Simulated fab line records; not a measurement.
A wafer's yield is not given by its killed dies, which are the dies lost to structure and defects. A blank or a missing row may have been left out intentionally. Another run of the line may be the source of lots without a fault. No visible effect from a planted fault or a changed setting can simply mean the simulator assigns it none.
What tool caused it? + flow nand-harc + 24 lots with 72 wafers sampled at 6 steps, on a route of 1159 steps

## WHAT EACH GAUGE READ, for each wafer
No reading from a measuring or inspecting step in the record can be judged against a usual standard deviation.

## WHAT TOOL EACH LOT RAN ON (gives the tool, then ch and the chambers of the sampled wafers, and finally the start)
| lot  | NHARC_A_CHANNEL_HOLE_D1_ETCH_21  | NHARC_A_CHANNEL_HOLE_D1_ETCH_25  | NHARC_A_CHANNEL_HOLE_D1_XSEM_31 | NHARC_A_CHANNEL_FILL_D1_ALD_25   | NHARC_A_CHANNEL_FILL_D1_RTA_24   | NHARC_A_STAIRCASE_ETCH_19      |
|------|----------------------------------|----------------------------------|---------------------------------|----------------------------------|----------------------------------|--------------------------------|
| L074 | har-etch-01 ch 0, day 8 08:06    | har-etch-01 ch 0, day 8 10:35    | xsem-02 ch 0, day 8 13:17       | ald-hk-04 ch 0,1, day 10 03:04   | rtp-anneal-01 ch 0, day 10 14:58 | rie-diel-02 ch 1,2,3, no start |
| L077 | har-etch-02 ch 0,1, day 8 22:22  | har-etch-02 ch 0,1, day 9 00:52  | xsem-01 ch 0, day 9 03:35       | ald-hk-03 ch 1,2,3, day 10 18:21 | rtp-anneal-01 ch 0, day 11 06:02 | rie-diel-07 ch 1,2,3, no start |
| L075 | har-etch-01 ch 0,1, day 8 23:13  | har-etch-01 ch 0,1, day 9 01:54  | xsem-02 ch 0, day 9 04:21       | ald-hk-04 ch 1,2, day 10 18:58   | rtp-anneal-02 ch 0, day 11 06:08 | rie-diel-07 ch 1,2,3, no start |
| L076 | har-etch-02 ch 0,1, day 9 02:34  | har-etch-02 ch 0,1, day 9 05:02  | xsem-01 ch 0, day 9 07:44       | ald-hk-01 ch 0,2,3, day 11 01:40 | rtp-anneal-02 ch 0, day 11 14:36 | rie-diel-02 ch 0,1, no start   |
| L079 | har-etch-02 ch 0,1, day 9 13:56  | har-etch-02 ch 0,1, day 9 16:29  | xsem-02 ch 0, day 9 19:04       | ald-hk-04 ch 2,3, day 11 08:00   | rtp-anneal-02 ch 0, day 11 19:00 | rie-diel-02 ch 0,1,3, no start |
| L080 | har-etch-01 ch 0,1, day 9 14:04  | har-etch-01 ch 0,1, day 9 16:32  | xsem-01 ch 0, day 9 19:14       | ald-hk-03 ch 0,1,3, day 11 08:35 | rtp-anneal-01 ch 0, day 11 18:58 | rie-diel-02 ch 0,1, no start   |
| L078 | har-etch-02 ch 0,1, day 9 18:02  | har-etch-02 ch 0,1, day 9 20:30  | xsem-02 ch 0, day 9 23:14       | ald-hk-01 ch 1,2,3, day 11 13:04 | rtp-anneal-02 ch 0, day 12 00:59 | rie-diel-08 ch 2,3, no start   |
| L081 | har-etch-01 ch 0, day 9 22:24    | har-etch-01 ch 0, day 10 00:57   | xsem-01 ch 0, day 10 03:32      | ald-hk-03 ch 1,3, day 11 17:29   | rtp-anneal-02 ch 0, day 12 04:44 | rie-diel-08 ch 2,3, no start   |
| L082 | har-etch-01 ch 0,1, day 10 09:27 | har-etch-01 ch 0,1, day 10 11:55 | xsem-02 ch 0, day 10 14:38      | ald-hk-04 ch 1,2,3, day 12 03:23 | rtp-anneal-02 ch 0, day 12 15:17 | rie-diel-02 ch 1,3, no start   |
| L083 | har-etch-02 ch 0,1, day 10 09:52 | har-etch-02 ch 0,1, day 10 12:30 | xsem-01 ch 0, day 10 15:05      | ald-hk-01 ch 2,3, day 12 03:23   | rtp-anneal-01 ch 0, day 12 15:14 | rie-diel-08 ch 1,3, no start   |
| L084 | har-etch-02 ch 0,1, day 10 23:23 | har-etch-02 ch 0,1, day 11 01:57 | xsem-02 ch 0, day 11 04:33      | ald-hk-03 ch 0,2, day 12 17:16   | rtp-anneal-01 ch 0, day 13 04:27 | rie-diel-08 ch 0,1,3, no start |
| L085 | har-etch-01 ch 0,1, day 11 00:35 | har-etch-01 ch 0,1, day 11 03:02 | xsem-01 ch 0, day 11 05:44      | ald-hk-01 ch 0,1,3, day 12 19:10 | rtp-anneal-01 ch 0, day 13 08:10 | rie-diel-02 ch 2,3, no start   |
| L086 | har-etch-02 ch 0,1, day 11 12:41 | har-etch-02 ch 0,1, day 11 15:08 | xsem-02 ch 0, day 11 17:52      | ald-hk-01 ch 0,1,2, day 13 07:28 | rtp-anneal-01 ch 0, day 13 20:06 | rie-diel-08 ch 0,2,3, no start |
| L087 | har-etch-01 ch 0, day 11 12:58   | har-etch-01 ch 0, day 11 15:32   | xsem-01 ch 0, day 11 18:06      | ald-hk-03 ch 0,3, day 13 08:14   | rtp-anneal-01 ch 0, day 13 20:17 | rie-diel-08 ch 1,2, no start   |
| L088 | har-etch-02 ch 0,1, day 11 16:50 | har-etch-02 ch 0,1, day 11 19:19 | xsem-02 ch 0, day 11 22:02      | ald-hk-01 ch 0,3, day 13 12:18   | rtp-anneal-02 ch 0, day 14 00:07 | rie-diel-08 ch 1,3, no start   |
| L090 | har-etch-01 ch 0, day 12 04:19   | har-etch-01 ch 0, day 12 06:52   | xsem-01 ch 0, day 12 09:28      | ald-hk-03 ch 1,2,3, day 13 22:14 | rtp-anneal-01 ch 0, day 14 09:32 | rie-diel-07 ch 1,3, no start   |
| L089 | har-etch-02 ch 0,1, day 12 04:52 | har-etch-02 ch 0,1, day 12 07:20 | xsem-02 ch 0, day 12 10:07      | ald-hk-04 ch 1,2, day 13 21:37   | rtp-anneal-02 ch 0, day 14 09:37 | rie-diel-08 ch 0,3, no start   |
| L091 | har-etch-01 ch 0,1, day 12 14:15 | har-etch-01 ch 0,1, day 12 16:47 | xsem-01 ch 0, day 12 19:21      | ald-hk-01 ch 0,2, day 14 09:32   | rtp-anneal-01 ch 0, day 14 20:40 | rie-diel-07 ch 1,2,3, no start |
| L092 | har-etch-02 ch 0,1, day 12 17:26 | har-etch-02 ch 0,1, day 12 19:59 | xsem-02 ch 0, day 12 22:41      | ald-hk-03 ch 1,3, day 14 09:31   | rtp-anneal-02 ch 0, day 14 20:40 | rie-diel-08 ch 1,3, no start   |
| L093 | har-etch-02 ch 1, day 13 01:43   | har-etch-02 ch 1, day 13 04:11   | xsem-01 ch 0, day 13 06:53      | ald-hk-01 ch 1,3, day 14 19:37   | rtp-anneal-01 ch 0, day 15 07:25 | rie-diel-02 ch 2,3, no start   |
| L094 | har-etch-01 ch 0,1, day 13 06:41 | har-etch-01 ch 0,1, day 13 09:23 | xsem-02 ch 0, day 13 11:41      | ald-hk-04 ch 0,3, day 15 03:49   | rtp-anneal-02 ch 0, day 15 15:46 | rie-diel-07 ch 0,1, no start   |
| L095 | har-etch-02 ch 0,1, day 13 13:47 | har-etch-02 ch 0,1, day 13 16:15 | xsem-01 ch 0, day 13 18:58      | ald-hk-03 ch 1,2,3, day 15 08:07 | rtp-anneal-01 ch 0, day 15 19:32 | rie-diel-07 ch 2,3, no start   |
| L097 | har-etch-01 ch 1, day 13 15:37   | har-etch-01 ch 1, day 13 18:10   | xsem-01 ch 0, day 13 20:53      | ald-hk-01 ch 0,1,3, day 15 08:05 | rtp-anneal-01 ch 0, day 15 19:40 | rie-diel-08 ch 1,2,3, no start |
| L096 | har-etch-02 ch 0,1, day 13 17:57 | har-etch-02 ch 0,1, day 13 20:24 | xsem-01 ch 0, day 13 23:05      | ald-hk-03 ch 0,2,3, day 15 15:05 | rtp-anneal-01 ch 0, day 16 02:17 | rie-diel-02 ch 0,1,2, no start |
- NHARC_A_CHANNEL_HOLE_D1_ETCH_21: etches the open film in C4F8/O2/Ar, time 514.3 s, target depth 1600 nm.
- NHARC_A_CHANNEL_HOLE_D1_ETCH_25: etches the open film in C4F8/O2/Ar, time 1040.2 s, target depth 1500 nm.
- NHARC_A_CHANNEL_HOLE_D1_XSEM_31
- NHARC_A_CHANNEL_FILL_D1_ALD_25: deposits SiOx, target thk 60 nm, pulse time 10 s, ald cycles 600.
- NHARC_A_CHANNEL_FILL_D1_RTA_24: time 5 s.
- NHARC_A_STAIRCASE_ETCH_19: etches the open film in C4F8/O2, target depth 100 nm, time 40.5 s.

## WHAT THE TOOLS THEMSELVES READ (means of the sampled wafers that have a number; where no wafer has one, the mark that the record gives instead)
NHARC_A_CHANNEL_HOLE_D1_ETCH_21. Usual: drypump-motor-current-A 5.9 A, standard deviation 0.62; mfc-ar-sccm 374.8 sccm, standard deviation 1.1; showerhead-plenum-p-Torr 3.64 Torr, standard deviation 0.11; throttle-valve-pct 32.155 %, standard deviation 0.01.
| lot  | tool        | drypump-motor-current-A (A) | mfc-ar-sccm (sccm) | showerhead-plenum-p-Torr (Torr) | throttle-valve-pct (%) | flag |
|------|-------------|-----------------------------|--------------------|---------------------------------|------------------------|------|
| L074 | har-etch-01 | 6.1                         | 374.2              | 3.59                            | 32.161                 |      |
| L077 | har-etch-02 | 6.3                         | 375.4              | 3.64                            | 32.150                 |      |
| L075 | har-etch-01 | 5.8                         | 376.2              | 3.61                            | 32.158                 |      |
| L076 | har-etch-02 | 5.9                         | 374.9              | 3.73                            | 32.154                 |      |
| L079 | har-etch-02 | 6.3                         | 374.8              | 3.64                            | 32.153                 |      |
| L080 | har-etch-01 | 5.4                         | 374.3              | 3.62                            | 32.144                 |      |
| L078 | har-etch-02 | 5.9                         | 374.9              | 3.73                            | 32.153                 |      |
| L081 | har-etch-01 | 6.1                         | 374.2              | 3.59                            | 32.154                 |      |
| L082 | har-etch-01 | 5.4                         | 375.2              | 3.61                            | 32.159                 |      |
| L083 | har-etch-02 | 6.3                         | 373.8              | 3.63                            | 32.163                 |      |
| L084 | har-etch-02 | 5.9                         | 373.8              | 3.72                            | 32.149                 |      |
| L085 | har-etch-01 | 5.4                         | 375.1              | 3.61                            | 32.155                 |      |
| L086 | har-etch-02 | 5.9                         | 373.8              | 3.72                            | 32.158                 |      |
| L087 | har-etch-01 | 6.1                         | 374.4              | 3.58                            | 32.147                 |      |
| L088 | har-etch-02 | 5.9                         | 374.6              | 3.72                            | 32.162                 |      |
| L090 | har-etch-01 | 6.1                         | 373.9              | 3.57                            | 32.150                 |      |
| L089 | har-etch-02 | 6.3                         | 375.3              | 3.62                            | 32.147                 |      |
| L091 | har-etch-01 | 5.4                         | 376.1              | 3.60                            | 32.154                 |      |
| L092 | har-etch-02 | 6.0                         | 373.8              | 3.71                            | 32.156                 |      |
| L093 | har-etch-02 | 5.5                         | 376.0              | 3.80                            | 32.162                 |      |
| L094 | har-etch-01 | 5.4                         | 376.2              | 3.60                            | 32.152                 |      |
| L095 | har-etch-02 | 6.3                         | 374.8              | 3.61                            | 32.162                 |      |
| L097 | har-etch-01 | 5.1                         | 374.6              | 3.61                            | 32.151                 |      |
| L096 | har-etch-02 | 5.9                         | 374.6              | 3.70                            | 32.146                 |      |

NHARC_A_CHANNEL_HOLE_D1_ETCH_25. Usual: drypump-motor-current-A 5.9 A, standard deviation 0.62; mfc-ar-sccm 375.1 sccm, standard deviation 1; showerhead-plenum-p-Torr 3.63 Torr, standard deviation 0.11; throttle-valve-pct 32.234 %, standard deviation 0.01.
| lot  | tool        | drypump-motor-current-A (A) | mfc-ar-sccm (sccm) | showerhead-plenum-p-Torr (Torr) | throttle-valve-pct (%) | flag |
|------|-------------|-----------------------------|--------------------|---------------------------------|------------------------|------|
| L074 | har-etch-01 | 6.1                         | 374.8              | 3.59                            | 32.232                 |      |
| L077 | har-etch-02 | 6.3                         | 375.8              | 3.64                            | 32.237                 |      |
| L075 | har-etch-01 | 5.8                         | 374.9              | 3.60                            | 32.236                 |      |
| L076 | har-etch-02 | 5.9                         | 374.8              | 3.73                            | 32.234                 |      |
| L079 | har-etch-02 | 6.3                         | 374.8              | 3.63                            | 32.230                 |      |
| L080 | har-etch-01 | 5.4                         | 374.6              | 3.61                            | 32.238                 |      |
| L078 | har-etch-02 | 5.9                         | 374.5              | 3.72                            | 32.244                 |      |
| L081 | har-etch-01 | 6.1                         | 375.3              | 3.58                            | 32.237                 |      |
| L082 | har-etch-01 | 5.4                         | 375.6              | 3.61                            | 32.231                 |      |
| L083 | har-etch-02 | 6.3                         | 374.4              | 3.63                            | 32.226                 |      |
| L084 | har-etch-02 | 6.0                         | 375.6              | 3.72                            | 32.228                 |      |
| L085 | har-etch-01 | 5.4                         | 374.9              | 3.61                            | 32.241                 |      |
| L086 | har-etch-02 | 5.9                         | 374.2              | 3.71                            | 32.235                 |      |
| L087 | har-etch-01 | 6.1                         | 374.8              | 3.57                            | 32.245                 |      |
| L088 | har-etch-02 | 5.9                         | 375.3              | 3.71                            | 32.231                 |      |
| L090 | har-etch-01 | 6.1                         | 375.2              | 3.57                            | 32.243                 |      |
| L089 | har-etch-02 | 6.3                         | 375.5              | 3.62                            | 32.247                 |      |
| L091 | har-etch-01 | 5.4                         | 375.9              | 3.60                            | 32.238                 |      |
| L092 | har-etch-02 | 5.9                         | 375.6              | 3.70                            | 32.240                 |      |
| L093 | har-etch-02 | 5.5                         | 375.6              | 3.79                            | 32.232                 |      |
| L094 | har-etch-01 | 5.4                         | 376.3              | 3.59                            | 32.224                 |      |
| L095 | har-etch-02 | 6.3                         | 375.3              | 3.61                            | 32.237                 |      |
| L097 | har-etch-01 | 5.1                         | 376.0              | 3.60                            | 32.239                 |      |
| L096 | har-etch-02 | 5.9                         | 375.2              | 3.70                            | 32.232                 |      |

NHARC_A_CHANNEL_HOLE_D1_XSEM_31. Usual: bot-cd-nm 74.8 nm, standard deviation 0.96; bow-nm 8.74 nm, standard deviation 0.28; tilt-deg 0.07 degrees, standard deviation 0.056.
| lot  | tool    | bot-cd-nm (nm) | bow-nm (nm) | tilt-deg (degrees) | flag |
|------|---------|----------------|-------------|--------------------|------|
| L074 | xsem-02 | 74.8           | 8.56        | 0.08               |      |
| L077 | xsem-01 | 75.8           | 8.88        | 0.07               |      |
| L075 | xsem-02 | 75.3           | 8.61        | 0.05               |      |
| L076 | xsem-01 | 74.5           | 9.22        | 0.05               |      |
| L079 | xsem-02 | 74.5           | 8.65        | 0.13               |      |
| L080 | xsem-01 | 75.4           | 8.51        | 0.10               |      |
| L078 | xsem-02 | 75.5           | 8.58        | 0.15               |      |
| L081 | xsem-01 | 76.0           | 8.70        | 0.09               |      |
| L082 | xsem-02 | 74.7           | 8.82        | 0.07               |      |
| L083 | xsem-01 | 75.3           | 9.11        | 0.10               |      |
| L084 | xsem-02 | 75.1           | 8.90        | 0.16               |      |
| L085 | xsem-01 | 73.1           | 8.18        | 0.07               |      |
| L086 | xsem-02 | 74.7           | 8.43        | 0.04               |      |
| L087 | xsem-01 | 73.8           | 8.58        | -0.00              |      |
| L088 | xsem-02 | 73.6           | 8.77        | -0.04              |      |
| L090 | xsem-01 | 74.4           | 8.83        | 0.14               |      |
| L089 | xsem-02 | 75.6           | 8.81        | 0.03               |      |
| L091 | xsem-01 | 74.1           | 9.09        | -0.03              |      |
| L092 | xsem-02 | 75.1           | 8.31        | 0.08               |      |
| L093 | xsem-01 | 73.8           | 8.92        | 0.19               |      |
| L094 | xsem-02 | 74.8           | 8.97        | 0.06               |      |
| L095 | xsem-01 | 74.7           | 8.62        | 0.10               |      |
| L097 | xsem-01 | 74.7           | 8.42        | 0.08               |      |
| L096 | xsem-01 | 75.2           | 9.39        | 0.00               |      |

NHARC_A_CHANNEL_FILL_D1_ALD_25. Usual: heater-power-outer-w 260 W, standard deviation 24; heater-power-w 483 W, standard deviation 39; precursor-pulse-height-rel 1.000, standard deviation 0.02.
| lot  | tool      | heater-power-outer-w (W) | heater-power-w (W) | precursor-pulse-height-rel | flag |
|------|-----------|--------------------------|--------------------|----------------------------|------|
| L074 | ald-hk-04 | 233                      | 441                | 1.001                      |      |
| L077 | ald-hk-03 | 269                      | 484                | 0.985                      |      |
| L075 | ald-hk-04 | 242                      | 490                | 1.012                      |      |
| L076 | ald-hk-01 | 250                      | 458                | 1.009                      |      |
| L079 | ald-hk-04 | 245                      | 475                | 1.003                      |      |
| L080 | ald-hk-03 | 272                      | 492                | 0.977                      |      |
| L078 | ald-hk-01 | 275                      | 505                | 0.980                      |      |
| L081 | ald-hk-03 | 281                      | 505                | 0.994                      |      |
| L082 | ald-hk-04 | 252                      | 488                | 1.014                      |      |
| L083 | ald-hk-01 | 251                      | 457                | 0.993                      |      |
| L084 | ald-hk-03 | 262                      | 485                | 0.994                      |      |
| L085 | ald-hk-01 | 263                      | 497                | 1.008                      |      |
| L086 | ald-hk-01 | 268                      | 505                | 1.005                      |      |
| L087 | ald-hk-03 | 274                      | 517                | 1.011                      |      |
| L088 | ald-hk-01 | 237                      | 442                | 0.995                      |      |
| L090 | ald-hk-03 | 271                      | 490                | 1.001                      |      |
| L089 | ald-hk-04 | 246                      | 487                | 0.986                      |      |
| L091 | ald-hk-01 | 244                      | 466                | 1.010                      |      |
| L092 | ald-hk-03 | 281                      | 483                | 0.994                      |      |
| L093 | ald-hk-01 | 267                      | 498                | 0.986                      |      |
| L094 | ald-hk-04 | 242                      | 451                | 1.004                      |      |
| L095 | ald-hk-03 | 268                      | 481                | 0.990                      |      |
| L097 | ald-hk-01 | 265                      | 493                | 0.999                      |      |
| L096 | ald-hk-03 | 264                      | 492                | 1.007                      |      |

NHARC_A_CHANNEL_FILL_D1_RTA_24. Usual: anneal-temp-c-max 1003.9, standard deviation 0.7; lamp-power-pct 27.76 %, standard deviation 0.19; wafer_temp_C_max 1004.6, standard deviation 1.7.
| lot  | tool          | anneal-temp-c-max | lamp-power-pct (%) | wafer_temp_C_max | flag |
|------|---------------|-------------------|--------------------|------------------|------|
| L074 | rtp-anneal-01 | 1004.4            | 27.60              | 1003.1           |      |
| L077 | rtp-anneal-01 | 1003.9            | 27.57              | 1003.3           |      |
| L075 | rtp-anneal-02 | 1004.5            | 27.97              | 1004.9           |      |
| L076 | rtp-anneal-02 | 1004.0            | 27.97              | 1007.4           |      |
| L079 | rtp-anneal-02 | 1004.6            | 27.97              | 1006.3           |      |
| L080 | rtp-anneal-01 | 1004.6            | 27.62              | 1003.6           |      |
| L078 | rtp-anneal-02 | 1004.2            | 27.97              | 1006.2           |      |
| L081 | rtp-anneal-02 | 1003.8            | 27.95              | 1007.8           |      |
| L082 | rtp-anneal-02 | 1004.3            | 27.98              | 1006.2           |      |
| L083 | rtp-anneal-01 | 1003.6            | 27.60              | 1004.0           |      |
| L084 | rtp-anneal-01 | 1004.7            | 27.56              | 1003.6           |      |
| L085 | rtp-anneal-01 | 1004.3            | 27.58              | 1003.9           |      |
| L086 | rtp-anneal-01 | 1003.7            | 27.62              | 1003.3           |      |
| L087 | rtp-anneal-01 | 1004.1            | 27.59              | 1002.8           |      |
| L088 | rtp-anneal-02 | 1003.8            | 27.99              | 1006.1           |      |
| L090 | rtp-anneal-01 | 1004.4            | 27.60              | 1003.6           |      |
| L089 | rtp-anneal-02 | 1004.4            | 27.95              | 1005.5           |      |
| L091 | rtp-anneal-01 | 1003.2            | 27.62              | 1004.1           |      |
| L092 | rtp-anneal-02 | 1004.4            | 27.99              | 1005.9           |      |
| L093 | rtp-anneal-01 | 1003.5            | 27.64              | 1003.3           |      |
| L094 | rtp-anneal-02 | 1004.5            | 28.00              | 1005.5           |      |
| L095 | rtp-anneal-01 | 1003.1            | 27.61              | 1003.9           |      |
| L097 | rtp-anneal-01 | 1003.7            | 27.57              | 1003.3           |      |
| L096 | rtp-anneal-01 | 1003.9            | 27.66              | 1003.3           |      |

NHARC_A_STAIRCASE_ETCH_19. Usual: oes-product-au 0.940 a.u., standard deviation 0.0095; rf-vpp-V 897 V, standard deviation 6.
| lot  | tool        | oes-product-au (a.u.) | rf-vpp-V (V) | flag |
|------|-------------|-----------------------|--------------|------|
| L074 | rie-diel-02 | 0.945                 | 895          |      |
| L077 | rie-diel-07 | 0.937                 | 895          |      |
| L075 | rie-diel-07 | 0.928                 | 895          |      |
| L076 | rie-diel-02 | 0.948                 | 904          |      |
| L079 | rie-diel-02 | 0.951                 | 897          |      |
| L080 | rie-diel-02 | 0.930                 | 901          |      |
| L078 | rie-diel-08 | 0.934                 | 896          |      |
| L081 | rie-diel-08 | 0.942                 | 891          |      |
| L082 | rie-diel-02 | 0.941                 | 891          |      |
| L083 | rie-diel-08 | 0.948                 | 898          |      |
| L084 | rie-diel-08 | 0.939                 | 900          |      |
| L085 | rie-diel-02 | 0.943                 | 890          |      |
| L086 | rie-diel-08 | 0.930                 | 895          |      |
| L087 | rie-diel-08 | 0.939                 | 895          |      |
| L088 | rie-diel-08 | 0.941                 | 899          |      |
| L090 | rie-diel-07 | 0.932                 | 892          |      |
| L089 | rie-diel-08 | 0.939                 | 900          |      |
| L091 | rie-diel-07 | 0.941                 | 895          |      |
| L092 | rie-diel-08 | 0.949                 | 899          |      |
| L093 | rie-diel-02 | 0.953                 | 903          |      |
| L094 | rie-diel-07 | 0.929                 | 903          |      |
| L095 | rie-diel-07 | 0.941                 | 890          |      |
| L097 | rie-diel-08 | 0.938                 | 896          |      |
| L096 | rie-diel-02 | 0.943                 | 900          |      |

## THE ANSWER, worked out from the rows above alone
Rule: lot off if the mean of its wafers having a number is beyond 3 standard deviations from the usual mean. A lot without any number at a reading at which 4 lots or more have one is off too. Any other lot the step has rows for is counted as sound. The gauges are gone through in route order, then the tools' own readings, and for those a lot's mean is taken as printed above. At the first step where some lot is off, the reading lying furthest off is the one used; lots without a number count as furthest.
No lot is off at any reading shown: from this, nothing can be told.

## WHAT THE SIMULATOR HAD PUT IN
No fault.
